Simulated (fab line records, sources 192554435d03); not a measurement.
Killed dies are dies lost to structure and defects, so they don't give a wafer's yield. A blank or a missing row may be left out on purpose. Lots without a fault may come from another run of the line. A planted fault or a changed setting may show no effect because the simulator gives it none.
fab line records | flow n5_finfet
record lots=3 wafers=9 last_day=16
route steps=1938 shown BEOL_M13@1684 BEOL_M14@1716 BEOL_M15@1830 PASSIVATION@1936
lots that met no fault: from a run of the same line without faults
start_h: hours from the record's first day to the start of the lot's first wafer shown | wait_h: hours since the lot's step before | " the same as in the row above | L1.1+2: a row that stands for several wafers | - no value, or no start given | * or withheld: withheld | < > ~ a bound
route shown NAME@n: a module of which the file shows steps, and the number in the route of the first | usual: mean/standard deviation of fault-free wafers | same: alike in all rows | chamber/n: place in a boat | sites: the reading at each site | _std_site: their standard deviation | _edge_site: outer sites' mean less inner sites' | radius_mm: how far each site lies from the wafer's centre | mask NAME#n: copy n | behind: the tool/chamber that last shaped the wafer | hold: why the lot was held/for how many hours/how that ended | device: the transistor (n, p or np) that didn't switch | end of line: the same wafers' tests at the end of the route | a step without rows: its recipe alone | killed: dies lost to structure and defects at the first sort, not the wafer's yield | map: a wafer's dies, x killed, . not, _ none there
set.NAME: the setting as run; set.NAME@STEP: as run at that earlier step | model.NAME: the simulator's own value behind a step, which no gauge read
lots at some steps of the route; a table a step, a row a wafer
services: from which hour (start_h, from the record's first day; less than 0 if before it) a tool's chamber was out of use, for how many hours, and why
## steps
# step N5_BEOL_M13_SOFTBAKE_23
# recipe temp_c=130 time_s=60
# step N5_BEOL_M13_EXPOSE_25
# recipe mask_id=M13 na=0.93 source_shape=conventional sigma_outer=0.4 polarization=unpolarized target_cd_nm=210 dose_mj=22
# step N5_BEOL_M13_PEB_26
# recipe peb_temp_c=130 peb_time_s=90
# step N5_BEOL_M13_DEVELOP_27
# recipe develop_time_s=45 rinse_liquid=diw dry=air_spin dev_temp_c=21
# step N5_BEOL_M13_HARDBAKE_32
# recipe temp_c=130 time_s=120
# step N5_BEOL_M13_DESCUM_33
# recipe chemistry=O2 time_s=7.9 source_power_w=50 bias_power_w=20 pressure_mtorr=20 rf_frequency_hz=2.712e+07 temp_c=40 o2_flow_sccm=225
# step N5_BEOL_M13_ETCH_67
# recipe chemistry=CF4 target=SiARC target_depth_a=1430 time_s=238.3 ion_energy_ev=80 pressure_mtorr=40 source_w=545 bias_w=36 Ar_flow_sccm=100 cf4_flow_sccm=100 ends=cleared
# step N5_BEOL_M13_ETCH_68
# recipe chemistry=N2/H2 target=SOC mask_material=SiARC source_w=3000 bias_w=350 temp_c=40 time_s=355 ion_energy_ev=200 pressure_mtorr=30 n2_flow_sccm=200 h2_flow_sccm=200
# step N5_BEOL_M13_STRIP_69
# recipe chemistry=N2/H2 temp_c=40 n2_flow_sccm=200 h2_flow_sccm=200 rf_frequency_hz=6e+07
# step N5_BEOL_M13_TRENCH_ETCH_34
# recipe chemistry=C4F8/O2/Ar target=SiOC target_depth_a=4134.7 mask_material=SOC pressure_mtorr=30 source_w=3000 bias_w=700 Ar_flow_sccm=400 C4F8_flow_sccm=15 O2_flow_sccm=8 he_inner_torr=15 he_outer_torr=30 time_s=162.6 ion_energy_ev=250
# usual O2_flow_sccm=8.000/0.023 drypump_motor_current_A=5.6/0.47 mfc_ar_sccm=399.9/1.3 oes_product_au=0.81/0.086 rf_vpp_V=665/3 showerhead_plenum_p_Torr=3.39/0.11 throttle_valve_pct=24.2/0.37
# columns lot.wafer tool chamber start_h wait_h O2_flow_sccm drypump_motor_current_A mfc_ar_sccm oes_product_au rf_hours_counter_h rf_vpp_V showerhead_plenum_p_Torr throttle_valve_pct model.etch.depth_nm
L211.1 rie_diel-02 0 286.58 0.0 7.975 6.0 399.9 0.73 208 666 3.39 24.7 416.9
L211.3 " 1 " " 8.006 5.9 401.3 0.80 102 662 3.30 23.9 415.4
L211.6 " 2 " " 8.013 5.8 400.6 0.98 - 664 3.35 23.7 428.4
L222.1 rie_diel-04 1 342.21 0.0 7.997 6.5 399.9 0.75 160 667 3.37 23.7 409.4
L222.3 " 0 " " 7.976 5.5 403.0 0.85 42 663 3.33 24.3 408.3
L222.5 " 2 " " 7.966 6.1 401.4 0.92 - 669 3.51 24.3 413.4
L224.1 rie_diel-02 2 345.30 0.0 8.000 5.8 401.3 0.92 20 663 3.34 23.7 430.9
L224.3 " 3 " " 7.994 5.0 399.1 0.74 179 662 3.30 24.9 419.6
L224.5 " 1 " " 7.989 5.9 400.8 0.70 - 662 3.29 23.9 346.4
# step N5_BEOL_M13_STRIP_70
# recipe chemistry=C4F8/O2/Ar resist=SiARC rf_frequency_hz=6e+07
# step N5_BEOL_M13_OCD_MEAS_35
# usual trench_depth_nm=415/7.9
# columns lot.wafer tool chamber start_h wait_h trench_depth_nm
L211.1 ocd-02 - 286.76 0.0 417
L211.3 " - " " 416
L211.6 " - " " 428
L222.1 ocd-01 - 342.38 0.0 409
L222.3 " - " " 409
L222.5 " - " " 414
L224.1 ocd-01 - 345.48 0.0 431
L224.3 " - " " 419
L224.5 " - " " 347
# step N5_BEOL_M13_STRIP_37
# recipe chemistry=N2/H2 power_w=1000 temp_c=250 h2_frac=0.65 overash_fraction=0.3 pressure_mtorr=withheld n2_flow_sccm=1750 h2_flow_sccm=3250
# step N5_BEOL_M13_ETCH_38
# recipe chemistry=CF4/N2 target=SiCN target_depth_a=675 taper_deg=2 time_s=71.9 ion_energy_ev=150 mask_material=SiO2 pressure_mtorr=40 source_w=430 bias_w=70 Ar_flow_sccm=100 cf4_flow_sccm=60 n2_flow_sccm=60
# step N5_BEOL_M13_PRECLEAN_39
# recipe chemistry=residue_remover time_s=60 temp_c=40
# step N5_BEOL_M13_SRD_40
# recipe time_s=30 temp_c=23 rinse_liquid=diw dry=n2_spin spin_rpm=1500 dry_time_s=30
# step N5_BEOL_M13_DEGAS_41
# recipe ambient=vacuum temp_c=250 time_s=60
# step N5_BEOL_M13_PRE_CLEAN_42
# recipe gas=H2/He time_s=30 temp_c=250
# step N5_BEOL_M13_SPUTTER_43
# recipe material=TaN target_thk_a=150 temp_c=50 bias_v=168.6 power_w=15000 chamber_pressure_pa=0.12 time_s=24.19
# step N5_BEOL_M13_SPUTTER_44
# recipe material=Ta target_thk_a=100 temp_c=50 bias_v=80 power_w=15000 chamber_pressure_pa=0.07 time_s=16.13
# step N5_BEOL_M13_SPUTTER_45
# recipe material=Cu target_thk_a=800 temp_c=-20 bias_v=60 power_w=26000 chamber_pressure_pa=0.13 time_s=13.33
# step N5_BEOL_M13_ECD_47
# recipe material=Cu target_thk_a=9360
# step N5_BEOL_M13_ANNEAL_48
# recipe temp_c=225 time_s=90 ambient=N2
# step N5_BEOL_M13_CMP_49
# recipe stop_on=SiOC t_overpolish_s=17.1 down_force_psi=1 platen_rpm=50 clearing_platen_down_force_psi=1.5 clearing_platen_rpm=50 post_cmp_clean=cu_alkaline target_thk_nm=420 clearing_platen_pad_velocity_m_s=0.99484 pad_velocity_m_s=0.99484
# usual barrier_field_endpoint_s=29.8/0.97 motor_current_A=6.2/0.49 overpolish_run_s=17.100/0.0088
# columns lot.wafer tool chamber start_h wait_h barrier_field_endpoint_s motor_current_A overpolish_run_s model.Cu_of_BEOL_M13_ECD_47.thk_nm
L211.3 cmp-03 2 296.13 0.2 29.2 5.8 17.102 421.2
L211.1 " 3 " " 29.5 6.6 17.100 419.2
L211.6 " 3 " " 29.0 6.2 17.093 431.8
L222.1 cmp-04 3 345.44 0.3 28.3 6.2 17.101 413.8
L222.3 " 2 " " 30.9 6.4 17.104 415.4
L222.5 " 0 " " 29.3 6.0 17.100 417.8
L224.1 cmp-03 1 349.27 0.3 29.6 6.2 17.102 437
L224.3 " 2 " " 29.0 5.8 17.106 422.8
L224.5 " 1 " " 29.4 6.3 17.102 351
# step N5_BEOL_M13_THK_MEAS_50
# recipe thk_meas_gauge=xrf reads=Cu_of_BEOL_M13_ECD_47
# usual M13_THK=418/8.5
# columns lot.wafer tool chamber start_h wait_h M13_THK[nm]
L211.1 film_metro-01 - 296.42 - 420
L211.3 " - " " 421
L211.6 " - " " 433
L222.1 film_metro-01 - 345.73 - 409
L222.3 " - " " 408
L222.5 " - " " 411
L224.1 film_metro-01 - 349.53 - 433
L224.3 " - " " 417
L224.5 " - " " 348
# step N5_BEOL_M13_PRE_CLEAN_52
# recipe gas=NH3 time_s=15 temp_c=withheld rf_power_w=300
# step N5_BEOL_M13_DEP_53
# recipe material=SiCN target_thk_a=500 temp_c=withheld precursor=3MS/NH3 pressure_torr=3 rf_w=675 time_s=17.8
# step N5_BEOL_M13_RS_MEAS_54
# recipe thk_meas_gauge=four-point-probe reads=Cu_of_BEOL_M13_ECD_47+Ta_of_BEOL_M13_SPUTTER_44+TaN_of_BEOL_M13_SPUTTER_43
# usual M13_RS=0.0449/0.00088
# columns lot.wafer tool chamber start_h wait_h M13_RS[ohm/sq]
L211.1 film_metro-02 - 296.55 0.0 0.0449
L211.3 " - " " 0.0447
L211.6 " - " " 0.0437
L222.1 film_metro-01 - 345.86 0.0 0.0458
L222.3 " - " " 0.0453
L222.5 " - " " 0.0452
L224.1 film_metro-02 - 349.66 0.0 0.0431
L224.3 " - " " 0.0445
L224.5 " - " " 0.0539
# step N5_BEOL_M14_ILD_DEP_00
# recipe material=SiO2 target_thk_a=11193 temp_c=400 precursor=TEOS/O2 pressure_torr=6.5 rf_w=900 teos_flow_sccm=161.4 gas=O2 flow_sccm=2650 time_s=237.4
# step N5_BEOL_M14_COAT_58
# recipe resist=BARC temp_c=205 time_s=60 spin_rpm=1500 resist_thk_nm=89
# step N5_BEOL_M14_COAT_04
# recipe spin_rpm=1704 resist_thk_nm=800
# step N5_BEOL_M14_EBR_06
# recipe solvent=PGMEA ebr_width_mm=1.5
# step N5_BEOL_M14_SOFTBAKE_05
# recipe temp_c=130 time_s=60
# step N5_BEOL_M14_EXPOSE_07
# recipe mask_id=V13 na=0.8 source_shape=annular sigma_inner=0.5 sigma_outer=0.8 polarization=unpolarized attpsm_phase_deg=180 dose_mj=57
# step N5_BEOL_M14_PEB_08
# recipe peb_temp_c=130 peb_time_s=90
# step N5_BEOL_M14_DEVELOP_09
# recipe develop_time_s=45 rinse_liquid=diw dry=air_spin dev_temp_c=21
# step N5_BEOL_M14_HARDBAKE_14
# recipe temp_c=130 time_s=120
# step N5_BEOL_M15_RC_MEAS_101
# usual COMB_M10=1.42e-11/2.9e-12 COMB_M11=1.5e-11/3.1e-12 COMB_M11_max_site=2.1e-11/4.9e-12 COMB_M12=6.8e-12/1.3e-12 COMB_M14=3.7e-12/8.8e-13 COMB_M14_max_site=5.1e-12/1.2e-12 COMB_M15=2.7e-12/6.4e-13 COMB_M5=3.7e-11/8.3e-12 COMB_M6=2.5e-11/4.8e-12 COMB_M7=2.5e-11/5.5e-12 COMB_M8=2.7e-11/5.2e-12 COMB_M9=1.5e-11/3.1e-12 SERP_M10=3.03/0.11 SERP_M11=3.09/0.085 SERP_M12=0.624/0.02 SERP_M13=0.308/0.0087 SERP_M13_max_site=0.311/0.0088 SERP_M14=0.156/0.0058 SERP_M5=40.3/2.2 SERP_M6=13.5/0.73 SERP_M7=14.3/0.75 SERP_M8=13.8/0.71 SERP_M9=3.07/0.085
# columns lot.wafer tool chamber start_h wait_h COMB_M10[S/m] COMB_M11[S/m] COMB_M11_max_site[S/m] COMB_M12[S/m] COMB_M14[S/m] COMB_M14_max_site[S/m] COMB_M15[S/m] COMB_M5[S/m] COMB_M6[S/m] COMB_M7[S/m] COMB_M8[S/m] COMB_M9[S/m] SERP_M10[ohm/um] SERP_M11[ohm/um] SERP_M12[ohm/um] SERP_M13[ohm/um] SERP_M13_max_site[ohm/um] SERP_M14[ohm/um] SERP_M5[ohm/um] SERP_M6[ohm/um] SERP_M7[ohm/um] SERP_M8[ohm/um] SERP_M9[ohm/um]
L211.1 prober-01 0 309.24 0.0 1.34e-11 1e-11 1.3e-11 4.3e-12 2.6e-12 4.2e-12 3.2e-12 3.4e-11 2.9e-11 2.8e-11 1.7e-11 2e-11 3.07 3.05 0.617 0.304 0.305 0.160 37.4 14.0 14.2 12.8 3.07
L211.3 " 0 " " 1.13e-11 1.3e-11 2.2e-11 7e-12 2.6e-12 4.4e-12 3e-12 4.1e-11 3.2e-11 3.4e-11 3.6e-11 1.7e-11 3.10 3.02 0.645 0.303 0.306 0.149 40.7 13.8 14.3 13.5 3.05
L211.6 " 0 " " 1.09e-11 1.1e-11 1.6e-11 4.7e-12 2.8e-12 5.3e-12 2e-12 5.3e-11 3.8e-11 4.1e-11 2e-11 2.4e-11 3.04 2.96 0.631 0.295 0.300 0.158 36.9 13.9 15.5 13.4 3.05
L222.1 prober-01 0 358.00 0.0 2.01e-11 1.1e-11 1.5e-11 4.7e-12 3e-12 4e-12 1.6e-12 3e-11 2.7e-11 2.2e-11 2.2e-11 1.2e-11 2.96 3.21 0.615 0.308 0.310 0.160 37.7 13.4 14.8 13.6 3.09
L222.3 " 0 " " 1.25e-11 1.7e-11 2.4e-11 6.5e-12 2.9e-12 4.9e-12 2.6e-12 3.3e-11 2.4e-11 2e-11 2.4e-11 2.2e-11 2.99 3.08 0.631 0.311 0.314 0.154 40.1 13.3 15.0 14.0 3.02
L222.5 " 0 " " 1.1e-11 1.1e-11 1.4e-11 5.4e-12 3.2e-12 6.8e-12 2.2e-12 3e-11 2.9e-11 1.9e-11 1.5e-11 2e-11 2.96 3.24 0.622 0.310 0.312 0.157 39.3 13.1 15.0 13.2 3.08
L224.1 prober-02 0 363.80 0.0 1.5e-11 1.3e-11 2.2e-11 6.9e-12 3.5e-12 4e-12 4e-12 3.7e-11 1.8e-11 2.1e-11 2.2e-11 1.9e-11 3.27 3.11 0.617 0.295 0.300 0.162 41.9 13.6 13.7 14.7 3.14
L224.3 " 0 " " 1.8e-11 1.5e-11 1.8e-11 8.9e-12 4.3e-12 4.7e-12 3.2e-12 4.8e-11 3e-11 1.5e-11 2.9e-11 1.4e-11 3.13 3.10 0.620 0.305 0.309 0.153 38.1 13.5 13.9 14.6 3.13
L224.5 " 0 " " 1.87e-11 1.7e-11 2.3e-11 8e-12 3.1e-12 3.8e-12 3e-12 3.6e-11 2.1e-11 2.3e-11 2.8e-11 1.5e-11 3.15 3.09 0.642 0.359 0.362 0.154 37.6 14.3 13.6 13.5 3.15
# sites SERP_M13 radius_mm=0,75,75,75,75,140,140,140,140
L211.1 0.304 0.305 0.303 0.304 0.305 0.303 0.303 0.301 0.305
L222.1 0.306 0.309 0.310 0.308 0.306 0.308 0.309 0.307 0.307
L224.1 0.298 0.300 0.300 0.295 0.299 0.295 0.294 0.295 0.291
# step N5_PASSIVATION_PROBE_49
# usual defect_limited_yield=90.5/1.7 killed_at_M0_to_M3=37/12 killed_at_M4_up=14/5.2 killed_at_contacts=12/5.9 killed_at_front_end=45/14 killed_at_other=3.5/2.8 killed_dies=112/21 killed_on_rim=15/4.5 killed_open=73/15 killed_short=36/8.9 sort_bin_5_function=5.6/1.2 sort_bin_6_memory=3.5/0.68 sort_bin_8_speed=0.01/0.1 sort_n_pass=1068/21 sort_yield_pct=90.5/1.8
# same gross_dies=1180 killed_at_back_side=0 sort_bin_4_leakage[%]=0
# columns lot.wafer tool chamber start_h wait_h defect_limited_yield[%] killed_at_M0_to_M3 killed_at_M4_up killed_at_contacts killed_at_front_end killed_at_other killed_dies killed_on_rim killed_open killed_short sort_bin_5_function[%] sort_bin_6_memory[%] sort_bin_8_speed[%] sort_n_pass sort_yield_pct[%]
L211.3 prober-01 - 322.22 0.1 93.3 23 7 15 32 2 79 16 51 28 3.7 2.9 0 1101 93.3
# killed by level:class
L211.3 MOL_CONTACT_COAG:geometric_particle:open=11 STI_FIN_REVEAL:geometric_particle:open=7 FIN_SAQP:geometric_particle:open=5 FIN_SAQP:geometric_particle:short=5 BEOL_M0_SAQP:geometric_particle:short=5 BEOL_M0_SAQP:geometric_particle:open=5 BEOL_M2:geometric_particle:open=5 MOL_CONTACT_COAG:geometric_particle:short=4
## services
# columns tool chamber start_h hours kind
cmp-03 - 265.13 2.8 repair
rie_diel-02 2 265.88 - clean
rie_diel-02 2 265.88 - consumable_replace:focus_ring
rie_diel-02 2 265.88 14.2 scheduled_down
rie_diel-02 2 265.88 14.2 vent_cycle
rie_diel-04 0 266.58 4.5 repair
rie_diel-04 2 276.19 - clean
rie_diel-04 2 276.19 - consumable_replace:focus_ring
rie_diel-04 2 276.19 25.5 scheduled_down
rie_diel-04 2 276.19 25.5 vent_cycle
cmp-03 - 276.80 1.5 repair
cmp-04 - 285.10 1.0 repair
cmp-03 - 299.54 3.2 repair
cmp-03 - 317.38 4.6 repair
cmp-04 - 322.56 3.9 pm
rie_diel-04 3 338.27 - clean
rie_diel-04 3 338.27 - consumable_replace:focus_ring
rie_diel-04 3 338.27 27.4 scheduled_down
rie_diel-04 3 338.27 27.4 vent_cycle
## key
first_sign step=N5_BEOL_M13_OCD_MEAS_35 reading=trench_depth_nm direction=down sigmas=8.6 usual=415 struck=347
effect step=N5_BEOL_M13_THK_MEAS_50 reading=M13_THK direction=down sigmas=8.3 usual=418 struck=348
effect step=N5_BEOL_M13_RS_MEAS_54 reading=M13_RS direction=up sigmas=10 usual=0.0449 struck=0.0539
effect step=N5_BEOL_M15_RC_MEAS_101 reading=SERP_M13 direction=up sigmas=5.8 usual=0.308 struck=0.359
model_effect step=N5_BEOL_M13_TRENCH_ETCH_34 value=etch.depth_nm without=423.1 struck=346.4
model_effect step=N5_BEOL_M13_CMP_49 value=Cu_of_BEOL_M13_ECD_47.thk_nm without=427.6 struck=351
met_at N5_BEOL_M13_TRENCH_ETCH_34
struck_wafers L224.5
onset_between 286.58 345.30
fault kind=process_parameter_drift tool=rie_diel-02 chamber=- onset_h=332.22 steps=N5_BEOL_M13_TRENCH_ETCH_34 channel=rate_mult offset=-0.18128 shape=step end_h=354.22 scope=struck_wafers_only
